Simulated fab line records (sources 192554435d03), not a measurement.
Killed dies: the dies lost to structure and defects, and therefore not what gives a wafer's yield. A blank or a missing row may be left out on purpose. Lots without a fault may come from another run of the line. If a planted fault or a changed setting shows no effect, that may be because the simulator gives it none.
Matching of chambers	flow n5_finfet	N5_FIN_SAQP_SPACER1_ETCHBACK_25 on rie_diel-06 has 4 sister chambers
The step etches SiO2 in CHF3/O2, target depth 24.4 nm, time 12.2 s. 16 wafers are shown with their chamber, then 8 later ones without.

== WAFERS, EACH WITH ITS CHAMBER ==
wafer	chamber	drypump_motor_current_A (A)	showerhead_plenum_p_Torr (Torr)	rf_vpp_V (V)
L075.2	2	5.7	2.38	527
L075.4	1	6.5	2.47	535
L075.6	2	5.7	2.38	528
L076.3	0	6.1	2.37	532
L076.4	2	5.7	2.37	527
L076.6	1	6.5	2.47	535
L077.1	1	6.5	2.47	535
L077.2	2	5.7	2.37	527
L077.3	0	6.2	2.37	532
L081.2	3	5.4	2.41	536
L081.3	2	5.7	2.37	528
L081.4	0	6.2	2.37	532
L082.3	3	5.3	2.41	536
L082.4	3	5.3	2.41	537
L082.6	1	6.5	2.47	535
L087.1	3	5.4	2.40	538

SIGNATURES (means of the wafers above)
reading	chamber 0	chamber 1	chamber 2	chamber 3	scatter within a chamber
drypump_motor_current_A	6.167	6.500	5.700	5.350	0.0373
showerhead_plenum_p_Torr	2.3700	2.4700	2.3740	2.4075	0.00403
rf_vpp_V	532.00	535.00	527.40	536.75	0.574
Rule: for a wafer and a chamber, the distance is found by dividing, reading by reading, the gap between the wafer's reading and the chamber's mean by the reading's scatter, squaring, summing and taking the root. The wafer belongs to the nearest chamber; if the next one is less than 2 further off, it can't be placed. The scatter: the root of (the sum of the squares of (reading less its chamber's mean) over the shown wafers, divided by (wafers less chambers)).

== WAFERS WITH NO CHAMBER GIVEN ==
wafer	drypump_motor_current_A (A)	showerhead_plenum_p_Torr (Torr)	rf_vpp_V (V)
L087.2	5.7	2.37	528
L087.5	5.4	2.40	537
L093.2	6.5	2.46	534
L093.5	6.5	2.46	534
L093.6	6.2	2.36	533
L095.3	6.5	2.46	535
L095.5	5.4	2.39	539
L095.6	5.7	2.36	529

== THE CHAMBER EACH PASSED THROUGH ==
wafer	from the rows above	in truth
L087.2	2	2
L087.5	3	3
L093.2	1	1
L093.5	1	1
L093.6	0	0
L095.3	1	1
L095.5	3	3
L095.6	2	2
Correctly placed: 8 of 8. From these rows, 0 cannot be placed. Placed wrongly: 0.
